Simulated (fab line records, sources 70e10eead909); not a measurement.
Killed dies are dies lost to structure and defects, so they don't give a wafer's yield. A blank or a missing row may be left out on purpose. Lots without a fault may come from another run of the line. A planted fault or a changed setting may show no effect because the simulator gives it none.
Chamber matching | flow nand_harc | NHARC_A_CONTACT_DEP_58 on pecvd-03: 3 sister chambers
The step deposits SiON, target thk 60 nm. 6 wafers are shown with their chamber, then 10 later ones without.

WAFERS WITH THEIR CHAMBER
wafer  | chamber | heater_power_w (W)
L076.6 | 0       | 706
L077.3 | 1       | 685
L080.2 | 0       | 644
L080.3 | 1       | 747
L082.1 | 2       | 786
L082.4 | 2       | 795

WAFERS WITHOUT THEIR CHAMBER
wafer  | heater_power_w (W)
L082.5 | 680
L083.2 | 611
L083.4 | 609
L083.5 | 771
L086.1 | 737
L086.2 | 746
L086.3 | 619
L097.1 | 729
L097.2 | 649
L097.6 | 758

WHICH CHAMBER EACH WENT THROUGH
wafer  | from the rows above          | in truth
L082.5 | can't be placed: 0 or 1      | 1
L083.2 | can't be placed: 0 or 1      | 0
L083.4 | can't be placed: 0 or 1      | 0
L083.5 | can't be placed: 2 or 1      | 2
L086.1 | can't be placed: 1 or 2 or 0 | 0
L086.2 | can't be placed: 1 or 2 or 0 | 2
L086.3 | can't be placed: 0 or 1      | 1
L097.1 | can't be placed: 1 or 0 or 2 | 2
L097.2 | can't be placed: 0 or 1      | 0
L097.6 | can't be placed: 2 or 1 or 0 | 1
Placed correctly: 0 of 10. Can't be placed from these rows: 10 (the true chamber is among the candidates in 10). Placed wrongly: 0.
How it was worked out, from the rows above alone: a wafer's distance from a chamber is the root of the sum, over the readings, of the square of ((its reading less the chamber's mean) divided by the reading's scatter). The wafer belongs to the nearest chamber; if the next one is less than 2 further off, it can't be placed. A chamber's mean is the mean of its shown wafers. The scatter: the root of (the sum of the squares of (reading less its chamber's mean) over the shown wafers, divided by (wafers less chambers)).
